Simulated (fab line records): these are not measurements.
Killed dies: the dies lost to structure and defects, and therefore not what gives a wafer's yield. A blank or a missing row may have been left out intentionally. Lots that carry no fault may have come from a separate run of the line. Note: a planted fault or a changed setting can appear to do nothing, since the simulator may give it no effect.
Matching of chambers    flow n5_finfet    rie_diel-02 running N5_DUMMY_GATE_HM_OPEN_21: 4 sister chambers
The step chemistry CH3F/O2, target SiNx, target depth 120 nm, time 171.4 s. 14 wafers are shown with their chamber, then 7 later ones without.

== WAFERS WITH THEIR CHAMBER ==
wafer   chamber  throttle_valve_pct (%)  rf_vpp_V (V)  oes_o_777_au (a.u.)
L079.4  2        16.41                   306.1         0.85
L079.5  2        16.44                   306.8         0.85
L079.6  3        16.07                   300.0         0.85
L083.1  1        16.29                   299.8         0.93
L083.4  2        16.44                   306.2         0.85
L083.6  1        16.29                   300.1         0.93
L089.3  1        16.30                   299.9         0.91
L089.4  3        16.10                   300.4         0.83
L089.6  1        16.32                   300.4         0.90
L091.2  2        16.46                   306.7         0.83
L091.3  1        16.32                   301.1         0.90
L091.4  3        16.11                   301.1         0.83
L094.2  2        16.48                   306.0         0.82
L094.4  0        16.12                   302.2         0.81

SIGNATURES, as means of the wafers listed above
reading             chamber 0  chamber 1  chamber 2  chamber 3  scatter within a chamber
throttle_valve_pct  16.1200    16.3040    16.4460    16.0933    0.0212
rf_vpp_V            302.200    300.260    306.360    300.500    0.474
oes_o_777_au        0.8100     0.9140     0.8400     0.8367     0.0141
Rule: for each reading, subtract the chamber's mean from the wafer's reading, divide by that reading's scatter and square the result; add these up over the readings and take the root, which gives the wafer's distance from the chamber. If the next closest chamber is less than 2 further off than the closest, the wafer can't be placed; otherwise it belongs to the closest. How the scatter is found: for the shown wafers, subtract from each reading the mean of its chamber, square and add these, divide the total by (wafers less chambers), then take the root.

== WAFERS WITHOUT THEIR CHAMBER ==
wafer   throttle_valve_pct (%)  rf_vpp_V (V)  oes_o_777_au (a.u.)
L094.5  16.46                   306.4         0.83
L095.1  16.13                   302.0         0.80
L095.3  16.46                   306.3         0.82
L095.6  16.33                   299.7         0.89
L097.1  16.49                   306.2         0.82
L097.2  16.34                   303.1         0.88
L097.5  16.48                   306.8         0.82

== THE CHAMBER EACH PASSED THROUGH ==
wafer   from the rows above  in truth
L094.5  2                    2
L095.1  0                    0
L095.3  2                    2
L095.6  1                    1
L097.1  2                    2
L097.2  1                    1
L097.5  2                    2
7 of 7 placed correctly. Left unplaced by these rows: 0. Placed wrongly: 0.
